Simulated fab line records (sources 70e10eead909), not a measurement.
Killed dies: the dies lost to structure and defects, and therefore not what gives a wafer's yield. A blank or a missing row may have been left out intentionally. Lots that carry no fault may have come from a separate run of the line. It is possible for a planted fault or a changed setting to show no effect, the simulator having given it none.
fab line records | flow nand-harc
record: lots: 5 wafers: 15 last-day: 32
route steps=1302 shown A_CHANNEL_FILL_D1@495
lots untouched by any fault: they come from a run of this same line in which no faults occurred
start-h: hours from the record's first day to the start of the lot's first wafer shown | wait-h: how many hours have passed since the lot's step before this one | " the same as in the row above | L1.1+2: a single row standing in for several wafers | - no value present, or no start provided | * or withheld: withheld | < > ~ a bound
route shown NAME@n: names a module that has steps shown in the file, with the first one's number in the route | usual: average and standard deviation across the fault-free wafers | same: alike in all rows | chamber/n: place in a boat | sites: readings site by site | _std_site: the values' standard deviation | _edge_site: outer sites' mean less inner sites' | radius-mm: for every site, how far away it sits from the centre of the wafer | mask NAME#n: copy n | behind: tool/chamber where the wafer was last shaped | hold: what put the lot on hold/how long, in hours/how the hold closed | device: transistor that didn't switch, given as n, p or np | end of line: the route-end tests of the same wafers | where a step has no rows: the recipe by itself | killed: at the first sort, the dies lost to defects and structure; wafer yield is something else | map: a wafer's dies, marking killed ones x, the rest . and places with no die _
set.NAME: the setting that was run; set.NAME@STEP: the one run at that earlier step | model.NAME: the simulator's own value behind a step, which no gauge read
lots at selected steps of the route; one table per step, one row per wafer
services: a tool's chamber out of use, with start hour (start-h, from the record's first day; less than 0 if before it), hours out, and reason
== steps ==
step: NHARC_A_CHANNEL_FILL_D1_ALD_15
recipe: target-thk-a: 20 pulse-time-s: 60 ald-cycles: 19 temp-c: 630 pressure-torr: 2 material: SiNx
usual: precursor-pulse-height-rel: 1.000/0.018 susceptor-temp-C: 630.00/0.25
columns lot.wafer tool chamber start-h wait-h precursor-pulse-height-rel susceptor-temp-C
L325.1 ald-sin-batch-01 0 - - 0.986 630.31
L325.4 " 0 " " 0.990 629.88
L325.5 " 0 " " 0.982 630.02
L334.1 ald-sin-batch-02 0 - - 0.998 629.69
L334.2 " 0 " " 1.014 629.78
L334.4 " 0 " " 0.973 630.05
L340.1 ald-sin-batch-03 0 - - 1.037 630.08
L340.2 " 0 " " 0.998 629.61
L340.6 " 0 " " 1.008 630.08
L342.1 ald-sin-batch-02 0 - - 1.024 -
L342.4 " 0 " " 0.989 -
L342.5 " 0 " " 0.986 -
L346.2 ald-sin-batch-02 0 - - 1.007 -
L346.5 " 0 " " 1.004 -
L346.6 " 0 " " 0.997 -
step: NHARC_A_CHANNEL_FILL_D1_ALD_16
recipe: target-thk-a: 15 pulse-time-s: 10 ald-cycles: 15 temp-c: 300 material: SiO2
usual: heater-power-w: 501/40 precursor-pulse-height-rel: 0.998/0.018 susceptor-temp-C: 299.97/0.16
columns lot.wafer tool chamber start-h wait-h heater-power-w precursor-pulse-height-rel susceptor-temp-C
L325.1 ald-hk-04 0 218.16 1.6 522 1.018 -
L325.4 " 3 " " 492 1.013 -
L325.5 " 0 " " 518 1.009 -
L334.1 ald-hk-01 3 308.90 0.0 509 1.007 300.04
L334.4 " 0 " " 430 1.017 299.91
L334.2 " 1 " " 538 1.023 299.95
L340.1 ald-hk-01 3 382.00 0.1 508 1.001 299.97
L340.2 " 1 " " 540 1.010 299.89
L340.6 " 3 " " 505 1.006 299.54
L342.4 ald-hk-01 2 397.41 0.0 524 1.018 300.22
L342.1 " 3 " " 511 1.016 299.82
L342.5 " 3 " " 508 0.961 299.76
L346.2 ald-hk-03 2 424.71 0.1 455 1.005 300.06
L346.6 " 3 " " 497 0.984 300.05
L346.5 " 0 " " 438 1.005 299.93
step: NHARC_A_CHANNEL_FILL_D1_ANNEAL_17
recipe: temp-c: 850 time-s: 1800
step: NHARC_A_CHANNEL_FILL_D1_CVD_18
recipe: target-thk-a: 30 temp-c: 550 material: poly-Si
step: NHARC_A_CHANNEL_FILL_D1_ETCHBACK_19
recipe: target-depth-a: 50 time-s: 1.7 hbr-flow-sccm: 150 cl2-flow-sccm: 50 rf-w: 400 icp-w: 400 bias-w: 100 chemistry: HBr/Cl2
usual: drypump-motor-current-A: 5.8/0.32 hbr-flow-sccm: 149.9/0.47 oes-product-au: 0.993/0.015 throttle-valve-pct: 26.405/0.0088
columns lot.wafer tool chamber start-h wait-h drypump-motor-current-A hbr-flow-sccm oes-product-au rf-hours-counter-h throttle-valve-pct
L325.1 rie-si-05 1 230.13 0.4 5.8 150.2 0.981 0.6 26.398
L325.4 " 3 " " 5.1 149.3 1.005 0.5 26.409
L325.5 " 1 " " 5.8 149.1 0.974 - 26.406
L334.4 rie-si-04 2 320.67 0.4 5.6 148.9 0.990 1.0 26.426
L334.1 " 3 " " 5.3 149.4 0.987 0.9 26.399
L334.2 " 0 " " 5.9 149.7 0.989 1.0 26.417
L340.1 rie-si-04 0 393.78 0.4 5.9 150.1 0.980 0.2 26.407
L340.2 " 1 " " 6.0 149.7 1.007 0.2 26.404
L340.6 " 1 " " 5.9 150.4 1.023 - 26.394
L342.1 rie-si-04 2 411.70 0.4 5.6 149.8 0.996 0.3 26.396
L342.4 " 3 " " 5.3 149.7 1.013 0.4 26.417
L342.5 " 1 " " 5.9 150.4 0.994 - 26.411
L346.2 rie-si-02 2 436.73 0.4 6.2 150.0 1.012 0.8 26.398
L346.6 " 3 " " 6.3 149.6 0.967 - 26.417
L346.5 " 0 " " 5.6 149.5 0.982 - 26.418
step: NHARC_A_CHANNEL_FILL_D1_ETCHBACK_20
recipe: target-depth-a: 270 time-s: 13.5 c4f8-flow-sccm: withheld o2-flow-sccm: 8 ar-flow-sccm: withheld rf-w: 600 bias-w: 1500 chemistry: C4F8/O2/Ar
step: NHARC_A_CHANNEL_FILL_D1_STRIP_28
recipe: time-s: 20 o2-flow-sccm: 500 ar-flow-sccm: 0 bias-w: 0 chemistry: O2
usual: drypump-motor-current-A: 5.8/0.34 o2-flow-sccm: 500.1/1.4 oes-product-au: 0.995/0.012 rf-vpp-V: 57.9/0.84 showerhead-plenum-p-Torr: 3.55/0.15 throttle-valve-pct: 17.036/0.0099
columns lot.wafer tool chamber start-h wait-h drypump-motor-current-A o2-flow-sccm oes-product-au rf-hours-counter-h rf-vpp-V showerhead-plenum-p-Torr throttle-valve-pct
L325.4 rie-diel-07 2 230.36 0.1 6.2 500.1 0.980 5.5 56.8 3.37 17.043
L325.1 " 0 " " 5.4 498.2 0.979 6.8 57.3 3.52 17.022
L325.5 " 2 " " 6.2 499.0 0.972 - 59.5 3.37 17.025
L334.2 rie-diel-07 0 320.89 0.1 5.5 500.4 0.992 0.8 57.5 3.52 17.042
L334.4 " 1 " " 6.0 500.4 1.000 0.7 58.1 3.61 17.063
L334.1 " 2 " " 6.2 501.9 0.993 0.7 57.5 3.37 17.043
L340.1 rie-diel-07 0 394.00 0.1 5.4 502.0 0.995 4.1 58.4 3.52 17.037
L340.2 " 1 " " 6.0 501.4 1.000 3.8 56.0 3.60 17.031
L340.6 " 0 " " 5.4 500.2 0.989 - 58.6 3.52 17.034
L342.1 rie-diel-07 3 411.92 0.1 5.8 499.0 0.994 5.4 57.6 3.66 17.026
L342.4 " 0 " " 5.4 501.7 0.992 - 58.8 3.52 17.043
L342.5 " 2 " " 6.2 500.8 0.986 - 58.0 3.37 17.033
L346.2 rie-diel-13 2 436.92 0.1 5.4 500.8 0.999 3.5 58.1 3.77 17.031
L346.5 " 2 " " 5.4 501.4 0.998 - 58.1 3.77 17.043
L346.6 " 3 " " 5.7 502.3 1.017 - 58.4 3.47 17.041
step: NHARC_A_CHANNEL_FILL_D1_PRECLEAN_21
recipe: time-s: 30 chemistry: dHF
step: NHARC_A_CHANNEL_FILL_D1_SRD_23
step: NHARC_A_CHANNEL_FILL_D1_CVD_05
recipe: target-thk-a: 50 temp-c: 550 material: poly-Si
step: NHARC_A_CHANNEL_FILL_D1_ANNEAL_22
recipe: temp-c: 620 time-s: 7200
step: NHARC_A_CHANNEL_FILL_D1_ALD_25
recipe: target-thk-a: 600 pulse-time-s: 10 ald-cycles: 600 temp-c: 300 material: SiOx
usual: heater-power-w: 501/38 precursor-pulse-height-rel: 0.996/0.021 susceptor-temp-C: 300.02/0.2
columns lot.wafer tool chamber start-h wait-h heater-power-w precursor-pulse-height-rel susceptor-temp-C
L325.1 ald-hk-01 3 242.65 0.7 485 0.986 299.87
L325.4 " 1 243.90 1.9 558 1.020 300.18
L325.5 " 3 245.14 3.2 480 1.007 299.78
L334.2 ald-hk-03 1 332.74 0.1 543 0.975 300.26
L334.4 " 2 " " 463 0.980 299.73
L334.1 " 3 " " 450 0.998 289.12
L340.2 ald-hk-04 0 409.04 0.8 515 0.999 300.36
L340.1 " 2 410.27 2.0 577 1.009 300.13
L340.6 " 3 " " 484 0.952 300.02
L342.4 ald-hk-04 2 424.27 0.7 566 1.024 -
L342.1 " 0 425.48 1.9 511 0.972 -
L342.5 " 2 426.69 3.1 571 0.947 -
L346.2 ald-hk-03 3 450.10 1.3 497 0.995 300.17
L346.5 " 1 451.33 2.5 542 0.999 299.73
L346.6 " 2 " " 452 0.961 299.61
step: NHARC_A_CHANNEL_FILL_D1_ETCHBACK_08
recipe: target-depth-a: 2200 time-s: 110 c4f8-flow-sccm: 20 ar-flow-sccm: withheld rf-w: 600 bias-w: 300 chemistry: C4F8
usual: oes-product-au: 0.94/0.034 rf-vpp-V: 440.9/2.7
columns lot.wafer tool chamber start-h wait-h oes-product-au rf-hours-counter-h rf-vpp-V
L325.1 rie-diel-07 2 - - 0.91 5.9 438.3
L325.4 " 0 " " 0.91 7.3 440.4
L325.5 " 2 " " 0.92 - 437.5
L334.1 rie-diel-07 1 - - 0.93 1.9 441.4
L334.2 " 2 " " 0.92 1.7 437.1
L334.4 " 3 " " 0.92 1.8 444.0
L340.2 rie-diel-13 3 - - 1.01 2.3 439.3
L340.1 " 1 " " 0.99 2.6 444.1
L340.6 " 0 " " 1.02 - 438.5
L342.1 rie-diel-07 1 - - 0.92 5.7 443.7
L342.4 " 2 " " 0.92 5.9 437.5
L342.5 " 0 " " 0.91 - 441.4
L346.2 rie-diel-03 0 - - 0.93 8.4 441.7
L346.5 " 0 " " 0.94 - 441.5
L346.6 " 3 " " 0.92 - 437.2
== services ==
columns tool chamber start-h hours kind
rie-diel-07 2 193.80 30.6 repair
rie-diel-13 - 202.91 3.7 repair
ald-hk-03 - 214.02 10.0 pm
rie-si-04 3 214.54 1.3 repair
rie-diel-07 1 223.24 3.7 repair
ald-hk-04 - 260.00 10.0 pm
ald-sin-batch-02 - 266.00 26.0 pm
rie-diel-07 0 271.91 10.5 repair
rie-diel-07 0 286.71 9.7 repair
rie-diel-07 - 294.20 9.0 pm
rie-diel-13 - 307.00 3.0 repair
rie-si-04 1 310.54 9.6 repair
rie-diel-13 1 318.56 13.0 repair
rie-diel-13 3 330.22 12.1 repair
rie-si-04 - 342.00 9.0 pm
rie-diel-13 - 342.02 9.0 pm
ald-hk-01 - 344.74 1.0 repair
ald-hk-03 - 392.02 10.0 pm
rie-diel-07 1 407.14 6.4 repair
ald-hk-01 - 418.26 3.8 repair
rie-si-04 3 422.64 2.9 repair
rie-diel-07 1 429.36 5.2 repair
ald-sin-batch-02 - 441.96 4.9 repair
rie-diel-07 3 451.11 4.0 repair
== key ==
first-sign: step: NHARC_A_CHANNEL_FILL_D1_ALD_25 reading: susceptor-temp-C direction: down sigmas: 53 usual: * struck: *
effect none on later readings
met-at NHARC_A_CHANNEL_FILL_D1_ALD_25
struck-wafers L334.1
tester-left-out L334
fault: kind: process-parameter-drift tool: ald-hk-03 chamber: 3 onset-h: 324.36 steps: NHARC_A_CHANNEL_FILL_D1_ALD_25 channel: temp-c offset: * shape: step end-h: 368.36 acts-in: * stated: *
tester-left-out: of these lots the tester's yield and bins aren't shown, on N5 and GAA mostly nor the transistor test; their killed dies are dies lost to structure and defects alone, not to doping, threshold or leakage, so they don't give the yield
